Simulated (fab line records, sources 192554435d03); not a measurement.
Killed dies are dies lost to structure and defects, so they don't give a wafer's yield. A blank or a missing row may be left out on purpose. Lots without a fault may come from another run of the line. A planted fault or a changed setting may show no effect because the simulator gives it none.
Problem report in the 8D (eight disciplines) form, filled by code | flow n5_finfet | the parts of the form that need people (team, actions taken, sign-off) are left out

1. THE PROBLEM
COMB_M1 at N5_BEOL_M4_RC_MEAS_101 reads a mean of 5.0e-10 S/m on 2 wafers of 2 lots; wafers without a fault read 5.9e-11 S/m with a standard deviation of 1.3e-11. That is +34 standard deviations from the usual mean.
First seen on wafer L407.2, day 11 13:58, on prober-01. The record holds 24 wafers of 8 lots with a number at this step. Rule for "out", or "out of limits": more than 4 standard deviations from the usual mean. The other wafers with a number count as sound.

2. WHAT IT IS AND WHAT IT IS NOT
question                     | is                                                     | is not
which readings at this step  | COMB_M1, CHAIN_V0, CHAIN_V0_max_site, COMB_M1_max_site | DIBL_N, DIBL_P, IOFF_N, IOFF_P, ION_N, ION_P, SS_N, SS_P, VT_N, VT_P
which lots                   | L407, L408                                             | L395, L397, L400, L414, L415, L417
which wafers of those lots   | L407.2, L408.2                                         | L407.5, L407.6, L408.1, L408.6
read on which gauges         | prober-01                                              | prober-02
when                         | from day 11 13:58                                      | up to then (11 sound wafers); but 11 sound wafers of L408, L414, L415, L417 came after
where on the wafer (9 sites) | all sites                                              | -

3. SUSPECTS, AND WHAT RULES EACH OUT
Counting: a tool at a process step up to the reading stays a suspect if it ran every lot that is out. Sound lots after the first of them don't rule it out here, since some wafers of a struck lot are sound.
- the gauge at N5_BEOL_M4_RC_MEAS_101: kept. All the wafers that are out were read on prober-01, and no step on other tools shows them out.
- rie_diel-02 at N5_BEOL_M1_ETCH_77 (etches underlayer in N2/H2, target depth 6.5 nm, time 5.2 s): kept. It ran every lot that is out, first L407 (day 9 06:20); its last sound lot up to then is L400 (day 7 16:46).
- ald_metal-03 at N5_BEOL_M1_ALD_84 (deposits TaN, pulse time 2 s, purge time 3 s, co reactant purge time 2 s): kept. It ran every lot that is out, first L407 (day 9 20:05); its last sound lot up to then is L400 (day 7 20:04).
Left after counting: rie_diel-02 at N5_BEOL_M1_ETCH_77, ald_metal-03 at N5_BEOL_M1_ALD_84, prober-01 at N5_BEOL_M4_RC_MEAS_101.

4. THE CAUSE (what the simulator had put in)
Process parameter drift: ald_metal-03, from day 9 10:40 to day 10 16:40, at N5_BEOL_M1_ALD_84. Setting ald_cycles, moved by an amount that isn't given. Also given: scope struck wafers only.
Counting left 3 suspects, and this tool is among them.

5. THE CHAIN OF EFFECTS, in route order
Each row: a reading whose mean over the struck wafers that have a number lies more than 3 standard deviations from the usual. Only readings for which the record gives a usual standard deviation are gone through. hours: the time from each lot's start at the first step in this table that gives one to its start at this step, as a median over the lots. sigmas: the change in usual standard deviations.
hours | step                    | reading              | usual        | on struck wafers | change   | sigmas
0     | N5_BEOL_M4_RC_MEAS_101  | CHAIN_V0             | 238 ohm/link | 160              | -78      | -9.6
0     | N5_BEOL_M4_RC_MEAS_101  | CHAIN_V0_max_site    | 247 ohm/link | 170              | -78      | -8.9
0     | N5_BEOL_M4_RC_MEAS_101  | COMB_M1              | 5.9e-11 S/m  | 5.0e-10          | +4.4e-10 | +34
0     | N5_BEOL_M4_RC_MEAS_101  | COMB_M1_max_site     | 8.5e-11 S/m  | 6.9e-10          | +6.1e-10 | +30
0     | N5_BEOL_M4_RC_MEAS_101  | SERP_M1              | 196 ohm/um   | 151              | -45      | -3.2
0     | N5_BEOL_M4_RC_MEAS_101  | SERP_M1_max_site     | 207 ohm/um   | 157              | -50      | -3.1
97    | N5_PASSIVATION_PROBE_49 | defect_limited_yield | 91.3 %       | 75.2             | -16.1    | -11
97    | N5_PASSIVATION_PROBE_49 | killed_at_M0_to_M3   | 33           | 215              | +182     | +18
97    | N5_PASSIVATION_PROBE_49 | killed_dies          | 103          | 292              | +190     | +12
97    | N5_PASSIVATION_PROBE_49 | killed_on_rim        | 14           | 36               | +22      | +5.4
97    | N5_PASSIVATION_PROBE_49 | sort_n_pass          | 1077         | 888              | -190     | -12
97    | N5_PASSIVATION_PROBE_49 | sort_yield_pct       | 91.3 %       | 75.2             | -16.1    | -11
The process steps in it:
- N5_PASSIVATION_PROBE_49

6. WHAT WOULD HAVE CAUGHT IT SOONER
In this record the first reading out of limits at a measuring or inspecting step was taken at day 11 13:58, 51 hours after the fault began at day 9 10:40.
Of the tool readings at N5_BEOL_M1_ALD_84 for which the record gives a usual standard deviation, none was out on any struck wafer, so an alarm limit of 4 standard deviations on them would not have fired.
All the lots that are out (2) had begun N5_BEOL_M1_ALD_84 on ald_metal-03 by day 11 13:58. A hold on the tool at that time would have spared none of them.
